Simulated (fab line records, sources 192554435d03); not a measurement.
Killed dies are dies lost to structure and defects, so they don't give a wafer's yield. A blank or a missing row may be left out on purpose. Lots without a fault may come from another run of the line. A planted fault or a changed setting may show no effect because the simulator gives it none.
Split-lot experiment | flow n5_finfet | 7 lots, 39 wafers read, on a route of 1938 steps

THE SPLIT
At N5_WELL_APT_EXPOSE_22 (exposes mask PWELL, defocus 0 nm, target cd 200 nm), the setting dose_mj was moved away from the recipe's 23.2 on 15 of the 39 wafers read, by -5.0% to +7.5%. The other wafers ran this setting at the recipe's value.

FROM THE SPLIT TO THE READING: what the file shows between them, 3 steps
- N5_WELL_APT_PEB_23: peb time 90 s
- N5_WELL_APT_DEVELOP_24: develop time 45 s
- N5_WELL_APT_HARDBAKE_29: time 120 s

THE READING
cd_nm, in nm, at N5_WELL_APT_CD_MEAS_25 (target cd 200 nm). Fault-free wafers of this fab line usually give 199.9 nm, standard deviation 1.6 nm.

wafer  | tool, chamber at the split | dose_mj as run | against the recipe | cd_nm, nm | against lot-mates on the recipe
L075.1 | krf_scanner-01, 0          | 23.2           | recipe             | 199.3     | -
L075.2 | krf_scanner-01, 0          | 23.2           | recipe             | 199.0     | -
L075.4 | krf_scanner-01, 0          | 23.2           | recipe             | 198.8     | -
L081.1 | krf_scanner-02, 0          | 24.24          | +4.5%              | 207.9     | +7.5
L081.2 | krf_scanner-02, 0          | 23.2           | recipe             | 200.0     | -
L081.3 | krf_scanner-02, 0          | 24.24          | +4.5%              | 208.0     | +7.6
L081.4 | krf_scanner-02, 0          | 23.2           | recipe             | 200.8     | -
L081.5 | krf_scanner-02, 0          | 23.2           | recipe             | 200.5     | -
L081.6 | krf_scanner-02, 0          | 24.24          | +4.5%              | 209.2     | +8.8
L085.1 | krf_scanner-01, 0          | 23.2           | recipe             | 202.7     | -
L085.2 | krf_scanner-01, 0          | 23.2           | recipe             | 199.2     | -
L085.3 | krf_scanner-01, 0          | 23.2           | recipe             | 200.2     | -
L085.4 | krf_scanner-01, 0          | 23.2           | recipe             | 200.1     | -
L085.5 | krf_scanner-01, 0          | 23.2           | recipe             | 200.7     | -
L085.6 | krf_scanner-01, 0          | 23.2           | recipe             | 200.6     | -
L087.1 | krf_scanner-02, 0          | 23.2           | recipe             | 203.3     | -
L087.2 | krf_scanner-02, 0          | 23.2           | recipe             | 202.1     | -
L087.3 | krf_scanner-02, 0          | 24.94          | +7.5%              | 214.4     | +12.0
L087.4 | krf_scanner-02, 0          | 24.94          | +7.5%              | 214.1     | +11.7
L087.5 | krf_scanner-02, 0          | 24.94          | +7.5%              | 213.8     | +11.4
L087.6 | krf_scanner-02, 0          | 23.2           | recipe             | 201.7     | -
L089.1 | krf_scanner-02, 0          | 23.2           | recipe             | 198.0     | -
L089.2 | krf_scanner-02, 0          | 22.34          | -3.7%              | 193.4     | -4.5
L089.3 | krf_scanner-02, 0          | 22.34          | -3.7%              | 191.0     | -6.9
L089.4 | krf_scanner-02, 0          | 23.2           | recipe             | 198.5     | -
L089.5 | krf_scanner-02, 0          | 22.34          | -3.7%              | 192.0     | -5.9
L089.6 | krf_scanner-02, 0          | 23.2           | recipe             | 197.2     | -
L091.1 | krf_scanner-02, 0          | 22.53          | -2.9%              | 194.7     | -5.7
L091.2 | krf_scanner-02, 0          | 23.2           | recipe             | 199.6     | -
L091.3 | krf_scanner-02, 0          | 22.53          | -2.9%              | 193.3     | -7.1
L091.4 | krf_scanner-02, 0          | 23.2           | recipe             | 201.2     | -
L091.5 | krf_scanner-02, 0          | 22.53          | -2.9%              | 194.8     | -5.6
L091.6 | krf_scanner-02, 0          | 23.2           | recipe             | 200.3     | -
L096.1 | krf_scanner-01, 0          | 22.04          | -5.0%              | 190.5     | -8.0
L096.2 | krf_scanner-01, 0          | 22.04          | -5.0%              | 188.6     | -9.9
L096.3 | krf_scanner-01, 0          | 22.04          | -5.0%              | 189.7     | -8.8
L096.4 | krf_scanner-01, 0          | 23.2           | recipe             | 199.3     | -
L096.5 | krf_scanner-01, 0          | 23.2           | recipe             | 198.2     | -
L096.6 | krf_scanner-01, 0          | 23.2           | recipe             | 198.0     | -

THE FIT
A straight line over all 39 wafers: cd_nm changes by +1.95 nm for each +1% of dose_mj; r = +0.98; the points scatter about the line by 1.3 nm.
The same after taking each lot's own level away (the mean of its wafers on the recipe; 39 wafers): +1.68 nm for each +1%; r = +0.99; scatter 0.86 nm.
On that fit, the largest move of dose_mj shifts the reading by 13 nm.
The lots' own levels span 197.90 to 202.37 nm, that is 2.8 times the standard deviation above.
So the lot-to-lot level changes the slope: the two fits differ.
Check: with one of the wafers moved furthest among these (+7.5%) left out of the fit, the line predicts +12.5 nm for it against its lot-mates. It came out at +12 nm against them.

THE WHOLE CHAIN: every reading that the file lists as answering this split, in the file's order
step                   | what it does             | reading                                                         | change (the file's fit)              | r (the file's)
N5_WELL_APT_CD_MEAS_25 | target cd 200 nm         | cd_nm                                                           | +1.68 nm for each +1% of the setting | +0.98
N5_WELL_APT_DESCUM_30  | chemistry O2, time 7.9 s | WELL_APT.cd_nm (the simulator's own value, which no gauge read) | +1.68 nm for each +1% of the setting | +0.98

THE FILE'S OWN FIT
cd_nm changes by +1.68 nm for each +1% of dose_mj, r = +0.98.
